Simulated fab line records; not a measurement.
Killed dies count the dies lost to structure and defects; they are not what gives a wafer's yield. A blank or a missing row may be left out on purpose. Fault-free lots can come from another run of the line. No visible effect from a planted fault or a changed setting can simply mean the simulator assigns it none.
Which tool was responsible? | flow n5 finfet | 12 lots with 36 wafers sampled at 5 steps, on a route of 1938 steps

## WHAT THE GAUGES SHOWED, per wafer
N5_BEOL_M7_CD_MEAS_11: target cd 38.5 nm.
lot  | measured     | on        | cd nm (nm)
L075 | day 9 07:52  | cd sem-02 | 38.8 38.5 37.8
L077 | day 10 00:17 | cd sem-03 | 38.7 38.7 39.0
L080 | day 10 15:28 | cd sem-01 | 39.0 38.2 38.1
L081 | day 11 00:18 | cd sem-01 | 38.3 39.1 39.0
L082 | day 11 13:46 | cd sem-03 | 38.0 37.9 37.6
L085 | day 12 05:44 | cd sem-02 | 38.2 37.9 38.3
L087 | day 12 14:31 | cd sem-03 | 38.7 38.7 38.3
L089 | day 12 22:49 | cd sem-03 | 38.8 38.1 38.2
L091 | day 13 06:25 | cd sem-01 | 37.7 39.0 38.1
L094 | day 13 23:05 | cd sem-02 | 37.6 38.5 39.0
L095 | day 14 18:07 | cd sem-02 | 39.1 38.7 39.0
L097 | day 15 06:56 | cd sem-03 | 37.8 38.7 38.4

## TOOL THAT RAN EACH LOT (tool first, then ch and the chambers of the sampled wafers, then the start)
lot  | N5_BEOL_M6_ETCH_72                 | N5_BEOL_M6_CURE_75            | N5_BEOL_M6_SPUTTER_48        | N5_BEOL_M6_DEP_56
L075 | rie diel-02 ch 0,1, day 8 23:57    | uv cure-01 ch 2, day 9 00:32  | pvd sputter-01, day 9 03:43  | pecvd-02 ch 0,2, day 9 05:13
L077 | rie diel-02 ch 0,1,2, day 9 15:11  | uv cure-02 ch 1, day 9 15:53  | pvd sputter-02, day 9 17:22  | pecvd-04 ch 0,1, day 9 21:35
L080 | rie diel-03 ch 1,3, day 10 04:59   | uv cure-01 ch 1, day 10 05:47 | pvd sputter-02, day 10 08:44 | pecvd-04 ch 0,1, day 10 12:10
L081 | rie diel-03 ch 1,2, day 10 14:46   | uv cure-01 ch 1, day 10 15:34 | pvd sputter-03, day 10 17:55 | pecvd-04 ch 0, day 10 22:28
L082 | rie diel-05 ch 0,1, day 11 06:54   | uv cure-01 ch 1, day 11 07:32 | pvd sputter-01, day 11 08:43 | pecvd-04 ch 1,2, day 11 10:08
L085 | rie diel-05 ch 1,2, day 11 22:01   | uv cure-02 ch 2, day 11 22:39 | pvd sputter-02, day 12 01:14 | pecvd-02 ch 0,1, day 12 02:06
L087 | rie diel-05 ch 1,2,3, day 12 09:34 | uv cure-01 ch 0, day 12 10:08 | pvd sputter-03, day 12 11:10 | pecvd-01 ch 0,1,2, day 12 12:13
L089 | rie diel-03 ch 0,1,2, day 12 15:31 | uv cure-03 ch 2, day 12 16:23 | pvd sputter-01, day 12 19:08 | pecvd-04 ch 0,1,2, day 12 20:01
L091 | rie diel-05 ch 0,3, day 13 01:37   | uv cure-01 ch 2, day 13 02:12 | pvd sputter-01, day 13 03:47 | pecvd-01 ch 0,1,2, day 13 04:39
L094 | rie diel-03 ch 1,2, day 13 18:05   | uv cure-01 ch 0, day 13 18:52 | pvd sputter-03, day 13 19:55 | pecvd-01 ch 0,1,2, day 13 21:47
L095 | rie diel-02 ch 0,1,2, day 14 10:36 | uv cure-01 ch 2, day 14 11:11 | pvd sputter-03, day 14 13:34 | pecvd-04 ch 0,2, day 14 14:42
L097 | rie diel-05 ch 0,1, day 15 00:25   | uv cure-02 ch 0, day 15 01:01 | pvd sputter-03, day 15 02:48 | pecvd-01 ch 1,2, day 15 05:44
- N5_BEOL_M6_ETCH_72: etches underlayer in N2/H2, target depth 6.5 nm, time 5.2 s.
- N5_BEOL_M6_CURE_75: cures SiCOH lowk, time 120 s.
- N5_BEOL_M6_SPUTTER_48: material Cu, target thk 10 nm, time 1.667 s.
- N5_BEOL_M6_DEP_56: deposits SiCN from 3MS/NH3, target thk 10 nm, time 17.5 s.

## THE ANSWER, worked out from the rows above alone
Rule: usual is defined by the lots themselves. The widest of any qualifying gaps counts: lots, ordered by their means at a reading, are off when they make up no more than a third of the lots, leave a main group of 4 or more, and stand apart from it by 3 or more times the standard deviation of that group's means. A main group is skipped when, at the precision printed for the reading in the tables above, its means are all equal. A lot without any number at a reading at which 4 lots or more have one is off too. Where the step has rows for the other lots, those lots are counted as sound.
No lot is off at any reading shown: from this, nothing can be told.

## WHAT WAS PUT IN BY THE SIMULATOR
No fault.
